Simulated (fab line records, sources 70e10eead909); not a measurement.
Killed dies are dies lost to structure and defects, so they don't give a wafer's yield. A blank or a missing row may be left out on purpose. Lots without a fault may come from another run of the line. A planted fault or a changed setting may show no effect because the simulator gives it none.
Which tool did it? | flow nand_harc | 13 lots, 37 wafers sampled, at 4 steps of a route of 1159

WHAT THE GAUGES READ, wafer by wafer
NHARC_A_ONON_D1_THK_MEAS_02: measures by ellipsometry. Usual: thk_nm 997 nm, standard deviation 9.4.
lot  | measured     | on            | thk_nm (nm)               | flag
L906 | day 8 00:34  | film_metro-02 | 992 992 991               |
L905 | day 8 00:35  | film_metro-01 | 983 984 984               |
L907 | day 8 09:53  | film_metro-02 | 993 993 992               |
L909 | day 8 09:50  | film_metro-01 | 984 984 985               |
L908 | day 8 14:52  | film_metro-01 | 999 998 996               |
L910 | day 8 14:50  | film_metro-02 | 1005 1002 1004            |
L911 | day 8 21:55  | film_metro-02 | 1000 1000 1000            |
L912 | day 9 07:26  | film_metro-01 | 994 996 996               |
L913 | day 9 23:40  | film_metro-01 | 662 661                   | OFF
L919 | day 10 16:05 | film_metro-02 | 1020 674 676 1018 676 676 | OFF
L924 | day 12 08:27 | film_metro-01 | 995 995 997               |
L925 | day 12 08:27 | film_metro-02 | 1013 1014 1013            |
L926 | day 12 19:33 | film_metro-01 | 1000 1000 999             |

WHICH TOOL RAN EACH LOT (tool, then ch and the chambers of the sampled wafers, then the start)
lot  | NHARC_P_BONDPAD_PRE_CLEAN_26            | NHARC_A_ZERO_WELL_RTA_16         | NHARC_A_ONON_D1_DEP_00
L906 | pvd_sputter-02, day 7 02:08 or earlier  | rtp_anneal-01 ch 0, day 7 02:08  | pecvd_onon-03 ch 0, day 8 00:02
L905 | pvd_sputter-03, day 7 04:20 or earlier  | rtp_anneal-02 ch 0, day 7 04:20  | pecvd_onon-02 ch 0, day 8 00:07
L907 | pvd_sputter-03, day 7 11:49 or earlier  | rtp_anneal-02 ch 0, day 7 11:49  | pecvd_onon-04 ch 0, day 8 09:25
L909 | pvd_sputter-02, day 7 15:40 or earlier  | rtp_anneal-01 ch 0, day 7 15:40  | pecvd_onon-02 ch 0, day 8 09:20
L908 | pvd_sputter-01, day 7 16:04 or earlier  | rtp_anneal-01 ch 0, day 7 16:04  | pecvd_onon-04 ch 0, day 8 14:28
L910 | pvd_sputter-03, day 7 20:32 or earlier  | rtp_anneal-01 ch 0, day 7 20:32  | pecvd_onon-03 ch 0, day 8 14:31
L911 | pvd_sputter-03, day 8 00:41 or earlier  | rtp_anneal-02 ch 0, day 8 00:41  | pecvd_onon-03 ch 0, day 8 21:28
L912 | pvd_sputter-02, day 8 09:58 or earlier  | rtp_anneal-02 ch 0, day 8 09:58  | pecvd_onon-03 ch 0, day 9 06:59
L913 | pvd_sputter-02, day 8 20:47 or earlier  | rtp_anneal-01 ch 0, day 8 20:47  | pecvd_onon-03 ch 0, day 9 23:23
L919 | pvd_sputter-01, day 9 15:54 or earlier  | rtp_anneal-02 ch 0, day 9 15:54  | pecvd_onon-03 ch 0, day 10 15:34
L924 | pvd_sputter-03, day 11 07:52 or earlier | rtp_anneal-01 ch 0, day 11 07:52 | pecvd_onon-04 ch 0, day 12 08:04
L925 | pvd_sputter-02, day 11 13:43 or earlier | rtp_anneal-01 ch 0, day 11 13:43 | pecvd_onon-02 ch 0, day 12 07:57
L926 | pvd_sputter-03, day 11 22:14 or earlier | rtp_anneal-01 ch 0, day 11 22:14 | pecvd_onon-02 ch 0, day 12 19:13
- NHARC_P_BONDPAD_PRE_CLEAN_26: time 30 s.
- NHARC_A_ZERO_WELL_RTA_16: time 10 s.
- NHARC_A_ONON_D1_DEP_00: target thk 1000 nm.

WHAT THE TOOLS THEMSELVES READ (means of the sampled wafers that have a number; where no wafer has one, the mark that the record gives instead)
NHARC_P_BONDPAD_PRE_CLEAN_26. Usual: heater_power_w 379 W, standard deviation 42.
lot  | tool           | heater_power_w (W) | flag
L906 | pvd_sputter-02 | 375                |
L905 | pvd_sputter-03 | 403                |
L907 | pvd_sputter-03 | 380                |
L909 | pvd_sputter-02 | 378                |
L908 | pvd_sputter-01 | 433                |
L910 | pvd_sputter-03 | 387                |
L911 | pvd_sputter-03 | 383                |
L912 | pvd_sputter-02 | 357                |
L913 | pvd_sputter-02 | 376                |
L919 | pvd_sputter-01 | 352                |
L924 | pvd_sputter-03 | 394                |
L925 | pvd_sputter-02 | 395                |
L926 | pvd_sputter-03 | 377                |

NHARC_A_ZERO_WELL_RTA_16. Usual: lamp_power_pct 28.9 %, standard deviation 2.5; wafer_temp_C_max 1004.6, standard deviation 0.95.
lot  | tool          | lamp_power_pct (%) | wafer_temp_C_max | flag
L906 | rtp_anneal-01 | 31.2               | 1004.6           |
L905 | rtp_anneal-02 | 26.3               | 1004.7           |
L907 | rtp_anneal-02 | 26.2               | 1005.5           |
L909 | rtp_anneal-01 | 31.2               | 1004.1           |
L908 | rtp_anneal-01 | 31.2               | 1004.4           |
L910 | rtp_anneal-01 | 31.2               | 1003.6           |
L911 | rtp_anneal-02 | 26.2               | 1005.1           |
L912 | rtp_anneal-02 | 26.2               | 1004.6           |
L913 | rtp_anneal-01 | 31.2               | 1003.4           |
L919 | rtp_anneal-02 | 26.3               | 1004.2           |
L924 | rtp_anneal-01 | 31.2               | 1003.8           |
L925 | rtp_anneal-01 | 31.2               | 1003.3           |
L926 | rtp_anneal-01 | 31.2               | 1004.6           |

THE ANSWER, worked out from the rows above alone
Rule: a lot is off if the mean of its wafers that have a number lies more than 3 standard deviations from the usual mean. A lot without any number at a reading at which 4 lots or more have one is off too. The other lots that the step has rows for count as sound. The gauges are gone through in route order, then the tools' own readings, and for those a lot's mean is taken as printed above. The first step at which some lot is off is used, and at that step the reading that is off furthest; a lot without a number counts as furthest.
Off: L913, L919, at NHARC_A_ONON_D1_THK_MEAS_02 (thk_nm).
A tool fits if, at a process step before that reading, it ran every lot that is off, and no sound lot after the first of them. The gauges at NHARC_A_ONON_D1_THK_MEAS_02 are tried like those tools. NHARC_P_BONDPAD_PRE_CLEAN_26 gives no start for some lots, so the hours and the order of its lots are those of NHARC_A_ZERO_WELL_RTA_16. One fits: pecvd_onon-03 at NHARC_A_ONON_D1_DEP_00. Its last sound lot is L912 (day 9 06:59), its first lot that is off L913 (day 9 23:23): a fault that began between those two fits.

WHAT THE SIMULATOR HAD PUT IN
Process parameter drift: pecvd_onon-03, from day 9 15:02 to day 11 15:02, at NHARC_A_ONON_D1_DEP_00. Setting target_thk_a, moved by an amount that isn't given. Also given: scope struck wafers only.
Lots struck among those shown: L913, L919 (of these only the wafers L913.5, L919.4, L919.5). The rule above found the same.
